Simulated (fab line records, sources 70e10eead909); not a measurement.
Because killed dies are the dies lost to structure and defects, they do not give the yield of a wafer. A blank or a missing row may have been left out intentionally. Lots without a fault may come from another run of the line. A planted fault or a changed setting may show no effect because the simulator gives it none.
Struck lot and sound lot, side by side || flow nand_harc || 14 steps out of a route of 1302
Sound: the wafers L575.1, L575.5, L575.6. Struck: wafer L569.1 (L569.2, L569.4, from the same lot, were not struck and are left out); the cause is given at the end.
Order at every step that has rows: each side's tool, ch and its chambers, its first start. Under that, the readings that differ: sound wafers || struck wafers || difference of the means || sigmas: that difference in standard deviations of wafers without a fault.
alike: same words and numbers on both sides, and readings whose means sit less than 2 such deviations apart. not compared: any withheld reading, any reading some wafer has no value for, any bound like >300 that may hide the same value, and any number with overlapping values for which the record gives no deviation.
The two part at a step that has a row with sigmas, a row that says differs or no value, or rows on one side only. Numbers that have no deviation but don't overlap get no sigmas and don't part them. A reading that every wafer of one side lacks parts them only if that side has two wafers or more.

NHARC_A_ONON_D1_THK_MEAS_30: measures by ellipsometry.
  struck on film_metro-02, day 11 20:27; sound on film_metro-01, day 14 21:46
  alike: thk_nm
NHARC_A_ONON_D1_DEP_33: deposits SiO2, target thk 200 nm.
  sound on pecvd-02 ch 0,1, day 14 21:50; struck on pecvd-02 ch 2, day 11 20:39
  alike: heater_power_w, throttle_valve_pct
NHARC_A_ONON_D1_THK_MEAS_34: measures by ellipsometry.
  struck on film_metro-02, day 11 21:04; sound on film_metro-01, day 14 22:14
  alike: thk_nm
NHARC_A_ONON_D1_INSPECT_32:
  struck on defect_inspect-02, day 11 21:08; sound on defect_inspect-01, day 14 22:20
{"reading": "raw_defect_count", "sound": "53 45 76", "struck": 161, "difference": "+103", "sigmas": "+3"}
NHARC_A_CHANNEL_HOLE_D1_DEP_00: deposits aC, target thk 3100 nm.
  sound on acl_dep-03 ch 0, day 14 22:24; struck on acl_dep-01 ch 0, day 11 22:54
  alike: throttle_valve_pct
NHARC_A_CHANNEL_HOLE_D1_DEP_01: deposits SiON, target thk 140 nm.
  sound on pecvd-04 ch 1,2, day 15 00:19; struck on pecvd-04 ch 1, day 12 00:52
  alike: heater_power_w
then, 5 steps without rows for these wafers: NHARC_A_CHANNEL_HOLE_D1_DEHYDRATE_02 (time 120 s); NHARC_A_CHANNEL_HOLE_D1_HMDS_03 (time 30 s); NHARC_A_CHANNEL_HOLE_D1_COAT_36 (time 75 s); NHARC_A_CHANNEL_HOLE_D1_COAT_37 (time 65 s); NHARC_A_CHANNEL_HOLE_D1_COAT_04 (resist thk 90 nm).
NHARC_A_CHANNEL_HOLE_D1_SOFTBAKE_05: time 55 s.
  sound on litho_track-06 ch 0, day 15 00:00; struck on litho_track-01 ch 0, day 12 01:00
{"reading": "heater_power_total_W (W)", "sound": "188.70 188.70 188.48", "struck": 222.52, "difference": "+33.89", "sigmas": "+99 or more"}
then, 2 steps without rows for these wafers: NHARC_A_CHANNEL_HOLE_D1_EBR_06; NHARC_END_SORT_01.

WHERE THEY PART
Earliest at NHARC_A_ONON_D1_INSPECT_32; latest, in this record, at NHARC_A_CHANNEL_HOLE_D1_SOFTBAKE_05.

WHY: what the simulator had put in
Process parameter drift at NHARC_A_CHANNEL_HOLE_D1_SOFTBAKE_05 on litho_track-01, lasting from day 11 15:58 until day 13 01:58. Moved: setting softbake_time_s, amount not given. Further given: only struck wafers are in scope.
